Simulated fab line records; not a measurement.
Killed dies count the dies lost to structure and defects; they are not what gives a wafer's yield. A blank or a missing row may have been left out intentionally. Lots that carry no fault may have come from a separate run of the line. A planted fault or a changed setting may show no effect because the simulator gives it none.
fab line records	flow n5-finfet
record: lots: 6	wafers: 18	last-day: 17
route steps=1938 shown BEOL_M15@1812 PASSIVATION@1936
lots that met no fault: from a run of the same line without faults
start-h: the number of hours between the record's first day and the start of the first shown wafer of the lot	wait-h: hours since the lot's step before	" as in the row above	L1.1+2: several wafers, shown together as one row	- value missing, or start not given	* or withheld: withheld	< > ~ a bound
route shown NAME@n: NAME is a module with steps in the file, n the number in the route of the first one	usual: mean/standard deviation of fault-free wafers	same: alike in all rows	chamber/n: place in a boat	sites: each site's reading	_std_site: standard deviation of those values	_edge_site: the outer-site mean with the inner-site mean subtracted	radius-mm: for every site, how far away it sits from the centre of the wafer	mask NAME#n: copy n	behind: the most recent tool/chamber to have shaped the wafer	hold: reason for holding the lot/hours on hold/outcome of the hold	device: transistor that didn't switch, given as n, p or np	end of line: the tests these same wafers got at the end of their route	step lacking rows: just its recipe	killed: dies lost to structure and defects at the first sort, not the wafer's yield	map: dies across one wafer; x = killed, . = not, _ = none there
set.NAME: setting as actually run; set.NAME@STEP: the setting as run at that earlier step	model.NAME: the simulator's own value behind a step, which no gauge read
a table for each step, a row for each wafer; lots at some steps of the route
services: a tool's chamber out of use, with start hour (start-h, from the record's first day; less than 0 if before it), hours out, and reason
== steps ==
step: N5_BEOL_M15_STRIP_62
recipe: chemistry: O2	power-w: 600	temp-c: 60	pressure-mtorr: 30	rf-frequency-hz: 6e+07	bias-power-w: 0	overash-fraction: 0.3	o2-flow-sccm: 225
step: N5_BEOL_M15_STRIP_37
recipe: chemistry: O2	power-w: 600	temp-c: 60	pressure-mtorr: 30	rf-frequency-hz: 6e+07	bias-power-w: 0	overash-fraction: 0.3	o2-flow-sccm: 225
step: N5_BEOL_M15_ETCH_38
recipe: chemistry: CF4/N2	target: SiCN	target-depth-a: 1064	taper-deg: 2	time-s: 120.5	ion-energy-ev: 150	mask-material: SiO2	pressure-mtorr: 40	source-w: 430	bias-w: 70	Ar_flow_sccm: 100	cf4-flow-sccm: 60	n2-flow-sccm: 60
usual: drypump-motor-current-A: 5.7/0.37	oes-product-au: 0.80/0.084	rf-fwd-power-W: 428.4/1.3	rf-vpp-V: 382.9/2.1	showerhead-plenum-p-Torr: 2.23/0.081	throttle-valve-pct: 15.40/0.23
lot.wafer	tool	chamber	start-h	wait-h	drypump-motor-current-A	oes-product-au	rf-fwd-power-W	rf-hours-counter-h	rf-vpp-V	showerhead-plenum-p-Torr	throttle-valve-pct
L200.1	rie-diel-04	1	-	-	5.2	0.80	429.4	117	382.5	2.22	15.65
L200.5	"	1	"	"	5.2	0.80	431.5	-	383.3	2.22	15.65
L200.6	"	0	"	"	5.1	0.72	427.1	-	379.9	2.10	15.71
L205.2	rie-diel-03	3	-	-	5.7	0.84	429.2	49	382.4	2.24	15.23
L205.5	"	1	"	"	5.1	0.77	427.2	-	381.5	2.14	15.25
L205.6	"	0	"	"	5.8	0.80	428.2	-	384.5	2.30	15.52
L209.1	rie-diel-05	3	-	-	6.1	0.68	428.3	232	383.0	2.26	15.68
L209.3	"	1	"	"	5.8	0.73	427.4	224	381.7	2.18	15.72
L209.6	"	2	"	"	6.3	0.71	428.0	-	381.7	2.19	15.40
L212.1	rie-diel-03	0	-	-	5.8	0.77	426.2	139	383.5	2.30	15.56
L212.2	"	3	"	"	5.6	0.83	429.2	62	383.5	2.24	15.26
L212.3	"	1	"	"	5.1	0.75	426.4	132	381.5	2.14	15.28
L215.1	rie-diel-05	1	-	-	5.8	0.71	427.5	237	382.4	2.18	15.79
L215.5	"	2	"	"	6.3	0.72	431.4	-	381.5	2.18	15.44
L215.6	"	1	"	"	5.8	0.71	429.3	-	381.7	2.18	15.78
L219.3	rie-diel-03	2	-	-	5.7	0.91	428.2	29	385.7	2.34	15.10
L219.4	"	1	"	"	5.2	0.75	428.3	141	381.7	2.14	15.29
L219.6	"	0	"	"	5.8	0.76	429.9	-	384.4	2.29	15.57
step: N5_BEOL_M15_PRECLEAN_39
recipe: chemistry: residue-remover	time-s: 60	temp-c: 40
step: N5_BEOL_M15_SRD_40
recipe: time-s: 30	temp-c: 23	rinse-liquid: diw	dry: n2-spin	spin-rpm: 1500	dry-time-s: 30
step: N5_BEOL_M15_DEGAS_41
recipe: ambient: vacuum	temp-c: 300	time-s: 60
step: N5_BEOL_M15_PRE_CLEAN_42
recipe: gas: H2/He	time-s: 30	temp-c: 300
step: N5_BEOL_M15_SPUTTER_43
recipe: material: TaN	target-thk-a: 150	temp-c: 50	bias-v: 168.6	power-w: 15000	chamber-pressure-pa: 0.12	time-s: 24.19
usual: throttle-valve-pct: 29.5/1
lot.wafer	tool	chamber	start-h	wait-h	throttle-valve-pct
L200.1	pvd-sputter-02	-	261.63	0.0	28.9
L200.5	"	-	"	"	30.0
L200.6	"	-	"	"	28.9
L205.2	pvd-sputter-02	-	307.23	0.0	29.1
L205.5	"	-	"	"	29.0
L205.6	"	-	"	"	29.3
L209.1	pvd-sputter-03	-	330.03	0.0	28.9
L209.3	"	-	"	"	29.6
L209.6	"	-	"	"	29.5
L212.1	pvd-sputter-01	-	350.85	0.0	28.1
L212.2	"	-	"	"	31.6
L212.3	"	-	"	"	29.6
L215.1	pvd-sputter-03	-	364.70	0.0	29.0
L215.5	"	-	"	"	29.5
L215.6	"	-	"	"	29.3
L219.3	pvd-sputter-01	-	382.61	0.0	31.5
L219.4	"	-	"	"	28.1
L219.6	"	-	"	"	30.7
step: N5_BEOL_M15_SPUTTER_44
recipe: material: Ta	target-thk-a: 150	temp-c: 50	bias-v: 80	power-w: 15000	chamber-pressure-pa: 0.07	time-s: 24.19
usual: throttle-valve-pct: 29.5/1
lot.wafer	tool	chamber	start-h	wait-h	throttle-valve-pct
L200.1	pvd-sputter-02	-	261.71	0.0	28.6
L200.5	"	-	"	"	29.7
L200.6	"	-	"	"	29.0
L205.2	pvd-sputter-02	-	307.31	0.0	28.9
L205.5	"	-	"	"	28.6
L205.6	"	-	"	"	29.1
L209.1	pvd-sputter-03	-	330.11	0.0	28.5
L209.3	"	-	"	"	29.3
L209.6	"	-	"	"	29.3
L212.1	pvd-sputter-01	-	350.93	0.0	28.2
L212.2	"	-	"	"	31.6
L212.3	"	-	"	"	30.1
L215.1	pvd-sputter-03	-	364.78	0.0	29.2
L215.5	"	-	"	"	29.3
L215.6	"	-	"	"	29.1
L219.3	pvd-sputter-01	-	382.69	0.0	31.6
L219.4	"	-	"	"	28.1
L219.6	"	-	"	"	30.8
step: N5_BEOL_M15_SPUTTER_45
recipe: material: Cu	target-thk-a: 1000	temp-c: -20	bias-v: 60	power-w: 26000	chamber-pressure-pa: 0.13	time-s: 16.67
usual: chuck-gas-flow-sccm: 1.26/0.047	throttle-valve-pct: 29.5/1
lot.wafer	tool	chamber	start-h	wait-h	chuck-gas-flow-sccm	throttle-valve-pct
L200.1	pvd-sputter-02	-	261.79	0.0	1.22	28.5
L200.5	"	-	"	"	1.27	29.7
L200.6	"	-	"	"	1.18	29.0
L205.2	pvd-sputter-02	-	307.39	0.0	1.17	29.1
L205.5	"	-	"	"	1.27	28.9
L205.6	"	-	"	"	1.31	28.8
L209.1	pvd-sputter-03	-	330.19	0.0	1.29	28.6
L209.3	"	-	"	"	1.28	29.4
L209.6	"	-	"	"	1.23	29.9
L212.1	pvd-sputter-01	-	351.01	0.0	1.29	28.1
L212.2	"	-	"	"	1.26	31.5
L212.3	"	-	"	"	1.29	30.3
L215.1	pvd-sputter-03	-	364.86	0.0	1.25	29.4
L215.5	"	-	"	"	1.18	29.6
L215.6	"	-	"	"	1.29	28.9
L219.3	pvd-sputter-01	-	382.77	0.0	1.21	31.6
L219.4	"	-	"	"	1.21	27.9
L219.6	"	-	"	"	1.25	30.9
step: N5_BEOL_M15_ECD_47
recipe: material: Cu	target-thk-a: 18600
step: N5_BEOL_M15_ANNEAL_48
recipe: temp-c: 225	time-s: 90	ambient: N2
usual: anneal-temp-c: 225.02/0.15	wafer_temp_C_max: 225.86/0.19
lot.wafer	tool	chamber	start-h	wait-h	anneal-temp-c	wafer_temp_C_max
L200.1	rtp-anneal-01	0	262.62	0.6	224.86	226.01
L200.5	"	0	"	"	224.93	225.79
L200.6	"	0	"	"	225.14	225.85
L205.2	rtp-anneal-02	0	307.80	0.2	224.76	225.71
L205.5	"	0	"	"	224.89	225.76
L205.6	"	0	"	"	224.94	225.87
L209.1	rtp-anneal-01	0	330.55	0.2	225.11	225.91
L209.3	"	0	"	"	225.35	225.95
L209.6	"	0	"	"	225.11	226.03
L212.1	rtp-anneal-02	0	351.54	0.3	224.69	225.86
L212.2	"	0	"	"	224.99	225.92
L212.3	"	0	"	"	224.92	225.60
L215.1	rtp-anneal-02	0	365.23	0.2	225.08	225.89
L215.5	"	0	"	"	224.97	226.15
L215.6	"	0	"	"	224.87	225.64
L219.3	rtp-anneal-01	0	383.23	0.2	225.12	225.90
L219.4	"	0	"	"	224.91	225.63
L219.6	"	0	"	"	224.95	225.72
step: N5_BEOL_M15_CMP_49
recipe: stop-on: SiO2	t-overpolish-s: 4.9	down-force-psi: 2	platen-rpm: 80	clearing-platen-down-force-psi: 2	clearing-platen-rpm: 80	post-cmp-clean: cu-alkaline	target-thk-nm: 850	clearing-platen-pad-velocity-m-s: 1.5917	pad-velocity-m-s: 1.5917
usual: barrier-field-endpoint-s: 11.38/0.23	head-pressure-psi: 2.000/0.0043	motor-current-A: 7.9/0.87	overpolish-run-s: 4.900/0.0098	pad-life-wafers: 1205/380	retaining-ring-pressure-frac: 1.000/0.0053
lot.wafer	tool	chamber	start-h	wait-h	barrier-field-endpoint-s	head-pressure-psi	motor-current-A	overpolish-run-s	pad-life-wafers	retaining-ring-pressure-frac
L200.1	cmp-01	2	263.03	0.4	11.72	2.002	7.7	4.888	885	0.999
L200.5	"	3	"	"	11.47	1.999	8.5	4.897	-	0.992
L200.6	"	0	"	"	11.41	2.009	6.9	4.890	-	1.005
L205.2	cmp-03	1	308.18	0.3	11.27	1.993	8.7	4.894	741	1.012
L205.5	"	2	"	"	11.30	1.999	9.0	4.885	-	1.000
L205.6	"	3	"	"	11.41	1.998	6.6	4.897	-	0.999
L209.1	cmp-03	0	330.86	0.3	9.42	2.406	10.2	4.887	966	0.999
L209.3	"	1	"	"	11.67	2.002	8.3	4.904	967	0.994
L209.6	"	0	"	"	9.88	2.408	10.3	4.925	-	1.001
L212.1	cmp-03	2	351.88	0.3	11.58	2.008	9.7	4.883	1165	0.996
L212.3	"	3	"	"	11.28	1.992	6.8	4.899	1166	0.985
L212.2	"	0	"	"	9.66	2.410	9.8	4.908	1167	1.008
L215.1	cmp-01	3	365.53	0.3	11.48	1.996	8.4	4.922	1674	0.994
L215.5	"	3	"	"	11.20	1.999	8.4	4.891	-	1.004
L215.6	"	0	"	"	11.39	1.999	7.1	4.898	-	0.986
L219.4	cmp-01	0	383.48	0.2	11.53	2.002	7.0	4.904	1813	0.994
L219.3	"	1	"	"	11.44	2.001	7.1	4.903	1814	1.001
L219.6	"	0	"	"	11.46	1.997	6.8	4.890	-	1.000
step: N5_PASSIVATION_PROBE_49
usual: defect-limited-yield: 91.3/1.5	killed_at_M0_to_M3: 34/10	killed_at_M4_up: 13/4.9	killed-at-contacts: 13/6.1	killed-at-front-end: 39/13	killed-at-other: 4.1/2.7	killed-dies: 103/18	killed-open: 68/13	killed-short: 32/7.6	sort_bin_5_function: 5.2/1	sort_bin_6_memory: 3.2/0.75	sort-n-pass: 1077/18	sort-yield-pct: 91.3/1.5
same: gross-dies: 1180	killed-at-back-side: 0	sort_bin_4_leakage[%]: 0	sort_bin_8_speed[%]: 0
lot.wafer	tool	chamber	start-h	wait-h	defect-limited-yield[%]	killed_at_M0_to_M3	killed_at_M4_up	killed-at-contacts	killed-at-front-end	killed-at-other	killed-dies	killed-open	killed-short	sort_bin_5_function[%]	sort_bin_6_memory[%]	sort-n-pass	sort-yield-pct[%]
L212.1	prober-02	-	367.36	0.0	90.4	45	9	9	47	3	113	78	31	5.3	3.9	1067	90.4
L212.2	prober-02	-	367.41	0.1	91.2	36	17	7	41	3	104	82	20	5.6	3.1	1076	91.2
L212.3	prober-02	-	367.46	0.1	90.1	43	20	9	42	3	117	81	32	6.5	3.4	1063	90.1
L215.1	prober-01	-	385.65	0.0	92.7	32	17	9	27	1	86	58	26	4.8	2.2	1094	92.7
L215.5	prober-01	-	385.85	0.2	93.8	28	10	8	25	2	73	41	30	4.0	2.1	1107	93.8
L215.6	prober-01	-	385.90	0.3	94.1	17	17	18	16	2	70	52	17	3.5	2.4	1110	94.1
killed by level:class
L212.1 STI_FIN_REVEAL:geometric-particle:open=16 BEOL_M0_SAQP:geometric-particle:open=10 FIN_SAQP:geometric-particle:open=9 BEOL_M1:geometric-particle:open=8 BEOL_M2:geometric-particle:open=8 FIN_SAQP:geometric-particle:short=7 MOL_CONTACT_COAG:geometric-particle:open=7 BEOL_M0_SAQP:geometric-particle:short=4
L212.2 STI_FIN_REVEAL:geometric-particle:open=17 MOL_CONTACT_COAG:geometric-particle:open=7 BEOL_M0:geometric-particle:open=7 BEOL_M2:geometric-particle:open=7 STARTING-WAFER:geometric-particle:short=7 BEOL_M0_SAQP:geometric-particle:open=6 BEOL_M1:geometric-particle:open=6 FIN_SAQP:geometric-particle:open=5
L212.3 STI_FIN_REVEAL:geometric-particle:open=18 BEOL_M4:geometric-particle:open=9 FIN_SAQP:geometric-particle:short=8 MOL_CONTACT_COAG:geometric-particle:open=7 BEOL_M0_SAQP:geometric-particle:short=7 BEOL_M0:geometric-particle:open=7 BEOL_M0_SAQP:geometric-particle:open=6 BEOL_M1:geometric-particle:short=6
L215.1 BEOL_M4:geometric-particle:open=11 GATE_CUT:geometric-particle:short=8 BEOL_M2:geometric-particle:open=7 BEOL_M0_SAQP:geometric-particle:open=7 BEOL_M0_SAQP:geometric-particle:short=6 GATE_CUT:geometric-particle:open=5 MOL_CONTACT_COAG:geometric-particle:open=5 BEOL_M3:geometric-particle:open=4
L215.5 BEOL_M0_SAQP:geometric-particle:short=9 BEOL_M0_SAQP:geometric-particle:open=8 MOL_CONTACT_COAG:geometric-particle:open=7 GATE_CUT:geometric-particle:short=6 STI_FIN_REVEAL:geometric-particle:open=5 BEOL_M1:geometric-particle:open=5 FIN_SAQP:geometric-particle:short=4 GATE_CUT:geometric-particle:open=4
L215.6 MOL_CONTACT_COAG:geometric-particle:open=17 BEOL_M4:geometric-particle:open=11 BEOL_M2:geometric-particle:open=7 GATE_CUT:geometric-particle:short=5 BEOL_M1:geometric-particle:open=3 FIN_SAQP:geometric-particle:short=2 BEOL_M2:geometric-particle:short=2 BEOL_M3:geometric-particle:open=2
== services ==
tool	chamber	start-h	hours	kind
rie-diel-04	0	237.79	3.5	repair
rie-diel-04	1	248.31	9.3	repair
rie-diel-03	2	249.73	7.8	repair
rie-diel-03	2	260.64	-	clean
rie-diel-03	2	260.64	-	consumable-replace:focus-ring
rie-diel-03	2	260.64	-	consumable-replace:showerhead
rie-diel-03	2	260.64	16.2	scheduled-down
rie-diel-03	2	260.64	16.2	vent-cycle
cmp-01	-	280.86	1.0	repair
cmp-01	-	283.80	4.8	pm
rie-diel-04	1	284.76	2.5	repair
cmp-03	-	287.73	5.6	repair
pvd-sputter-01	-	302.73	1.0	repair
cmp-03	-	304.46	0.3	repair
rie-diel-05	0	307.78	-	clean
rie-diel-05	0	307.78	-	consumable-replace:focus-ring
rie-diel-05	0	307.78	-	consumable-replace:showerhead
rie-diel-05	0	307.78	11.4	scheduled-down
cmp-01	-	309.64	0.5	repair
pvd-sputter-02	-	321.35	3.9	repair
rie-diel-04	3	324.90	6.0	repair
rie-diel-05	2	342.02	12.7	repair
pvd-sputter-03	-	372.82	2.8	repair
cmp-03	-	380.71	0.9	repair
== key ==
first-sign: step: N5_BEOL_M15_CMP_49	reading: head-pressure-psi	direction: up	sigmas: 96	usual: 2.000	struck: 2.408
effect: step: N5_BEOL_M15_CMP_49	reading: barrier-field-endpoint-s	direction: down	sigmas: 7.7	usual: 11.38	struck: 9.65
met-at N5_BEOL_M15_CMP_49
struck-wafers L209.1,L209.6,L212.2
fault: kind: process-parameter-drift	tool: cmp-03	chamber: 0	onset-h: 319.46	steps: N5_BEOL_M15_CMP_49	channel: down-force-psi	offset: 0.40563	shape: step	end-h: 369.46	acts-in: these-recipes-only	stated: 2
